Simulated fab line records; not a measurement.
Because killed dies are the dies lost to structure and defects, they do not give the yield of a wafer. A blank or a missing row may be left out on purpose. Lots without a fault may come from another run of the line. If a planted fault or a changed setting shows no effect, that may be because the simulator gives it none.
Split-lot experiment / flow n5 finfet / on a route of 1938 steps: 7 lots, 21 wafers read

## THE SPLIT
At N5_BEOL_M4_COAT_67 (time 60 s, resist thk 60 nm), the setting spin rpm was moved away from the recipe's 1500 rpm on 3 of the 21 wafers read, by -5.7% to -3.1%. All remaining wafers had this setting at the recipe value.

The reading is taken at the split's own step.

## THE READING
SOC_of_BEOL_M4_COAT_67.thk nm (the simulator's own value, which no gauge read), in nm, at N5_BEOL_M4_COAT_67 (time 60 s, resist thk 60 nm). No usual value for it is given in the file. Average 59.9 nm, standard deviation 0.18 nm, over the 18 wafers here run with the recipe.

wafer=L074.3; tool, chamber at the split=litho track-02, 0; spin rpm as run, rpm=1500; against the recipe=recipe; SOC_of_BEOL_M4_COAT_67.thk nm, nm=59.8; against lot-mates on the recipe=-
wafer=L074.4; tool, chamber at the split=litho track-02, 0; spin rpm as run, rpm=1500; against the recipe=recipe; SOC_of_BEOL_M4_COAT_67.thk nm, nm=60; against lot-mates on the recipe=-
wafer=L074.5; tool, chamber at the split=litho track-02, 0; spin rpm as run, rpm=1500; against the recipe=recipe; SOC_of_BEOL_M4_COAT_67.thk nm, nm=59.6; against lot-mates on the recipe=-
wafer=L080.1; tool, chamber at the split=litho track-01, 0; spin rpm as run, rpm=1500; against the recipe=recipe; SOC_of_BEOL_M4_COAT_67.thk nm, nm=59.8; against lot-mates on the recipe=-
wafer=L080.2; tool, chamber at the split=litho track-01, 0; spin rpm as run, rpm=1500; against the recipe=recipe; SOC_of_BEOL_M4_COAT_67.thk nm, nm=59.8; against lot-mates on the recipe=-
wafer=L080.3; tool, chamber at the split=litho track-01, 0; spin rpm as run, rpm=1500; against the recipe=recipe; SOC_of_BEOL_M4_COAT_67.thk nm, nm=60; against lot-mates on the recipe=-
wafer=L083.1; tool, chamber at the split=litho track-04, 0; spin rpm as run, rpm=1500; against the recipe=recipe; SOC_of_BEOL_M4_COAT_67.thk nm, nm=59.8; against lot-mates on the recipe=-
wafer=L083.4; tool, chamber at the split=litho track-04, 0; spin rpm as run, rpm=1500; against the recipe=recipe; SOC_of_BEOL_M4_COAT_67.thk nm, nm=59.6; against lot-mates on the recipe=-
wafer=L083.6; tool, chamber at the split=litho track-04, 0; spin rpm as run, rpm=1500; against the recipe=recipe; SOC_of_BEOL_M4_COAT_67.thk nm, nm=59.6; against lot-mates on the recipe=-
wafer=L087.2; tool, chamber at the split=litho track-02, 0; spin rpm as run, rpm=1500; against the recipe=recipe; SOC_of_BEOL_M4_COAT_67.thk nm, nm=60; against lot-mates on the recipe=-
wafer=L087.4; tool, chamber at the split=litho track-02, 0; spin rpm as run, rpm=1500; against the recipe=recipe; SOC_of_BEOL_M4_COAT_67.thk nm, nm=60; against lot-mates on the recipe=-
wafer=L087.6; tool, chamber at the split=litho track-02, 0; spin rpm as run, rpm=1500; against the recipe=recipe; SOC_of_BEOL_M4_COAT_67.thk nm, nm=60; against lot-mates on the recipe=-
wafer=L090.3; tool, chamber at the split=litho track-01, 0; spin rpm as run, rpm=1453; against the recipe=-3.1%; SOC_of_BEOL_M4_COAT_67.thk nm, nm=61; against lot-mates on the recipe=+0.9
wafer=L090.4; tool, chamber at the split=litho track-01, 0; spin rpm as run, rpm=1500; against the recipe=recipe; SOC_of_BEOL_M4_COAT_67.thk nm, nm=60.2; against lot-mates on the recipe=-
wafer=L090.6; tool, chamber at the split=litho track-01, 0; spin rpm as run, rpm=1500; against the recipe=recipe; SOC_of_BEOL_M4_COAT_67.thk nm, nm=60; against lot-mates on the recipe=-
wafer=L091.1; tool, chamber at the split=litho track-01, 0; spin rpm as run, rpm=1415; against the recipe=-5.7%; SOC_of_BEOL_M4_COAT_67.thk nm, nm=61.8; against lot-mates on the recipe=+1.8
wafer=L091.5; tool, chamber at the split=litho track-01, 0; spin rpm as run, rpm=1415; against the recipe=-5.7%; SOC_of_BEOL_M4_COAT_67.thk nm, nm=61.6; against lot-mates on the recipe=+1.6
wafer=L091.6; tool, chamber at the split=litho track-01, 0; spin rpm as run, rpm=1500; against the recipe=recipe; SOC_of_BEOL_M4_COAT_67.thk nm, nm=60; against lot-mates on the recipe=-
wafer=L094.1; tool, chamber at the split=litho track-04, 0; spin rpm as run, rpm=1500; against the recipe=recipe; SOC_of_BEOL_M4_COAT_67.thk nm, nm=59.8; against lot-mates on the recipe=-
wafer=L094.3; tool, chamber at the split=litho track-04, 0; spin rpm as run, rpm=1500; against the recipe=recipe; SOC_of_BEOL_M4_COAT_67.thk nm, nm=59.8; against lot-mates on the recipe=-
wafer=L094.4; tool, chamber at the split=litho track-04, 0; spin rpm as run, rpm=1500; against the recipe=recipe; SOC_of_BEOL_M4_COAT_67.thk nm, nm=60.2; against lot-mates on the recipe=-

THE FIT
A straight line over all 21 wafers: SOC_of_BEOL_M4_COAT_67.thk nm changes by -0.324 nm for each +1% of spin rpm; r = -0.96; the points scatter about the line by 0.18 nm.
The same after taking each lot's own level away (the mean of its wafers on the recipe; 21 wafers): -0.298 nm for each +1%; r = -0.98; scatter 0.12 nm.
That fit puts the effect of the largest move of spin rpm on the reading at 1.7 nm.
Measured against the standard deviation above, the lots' own levels, which go from 59.67 to 60.10 nm, span 2.4 times it.
The two slopes agree, so the slope changes little with the lot-to-lot level.
Check: +1.61 nm against its lot-mates is what the line predicts for one of the wafers moved furthest among these (-5.7%) when that wafer is left out of the fit. Against them it came out at +1.8 nm.

## FURTHER SPLITS ON THESE WAFERS
Before the reading, these wafers also passed through other splits. Each is held against what the fit with the lots' levels taken away leaves over:
other split on the same wafers=N5_BEOL_M2_EXPOSE_08 dose mj; wafers away from the commonest value=8; r with SOC_of_BEOL_M4_COAT_67.thk nm (lot level and that fit taken away)=-0.04
other split on the same wafers=N5_BEOL_M4_HM_DEP_02 target thk a; wafers away from the commonest value=7; r with SOC_of_BEOL_M4_COAT_67.thk nm (lot level and that fit taken away)=+0.07
other split on the same wafers=N5_BEOL_M4_COAT_62 spin rpm; wafers away from the commonest value=6; r with SOC_of_BEOL_M4_COAT_67.thk nm (lot level and that fit taken away)=+0.24

## THE FILE'S OWN FIT
SOC_of_BEOL_M4_COAT_67.thk nm changes by -0.297 nm for each +1% of spin rpm, r = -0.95.
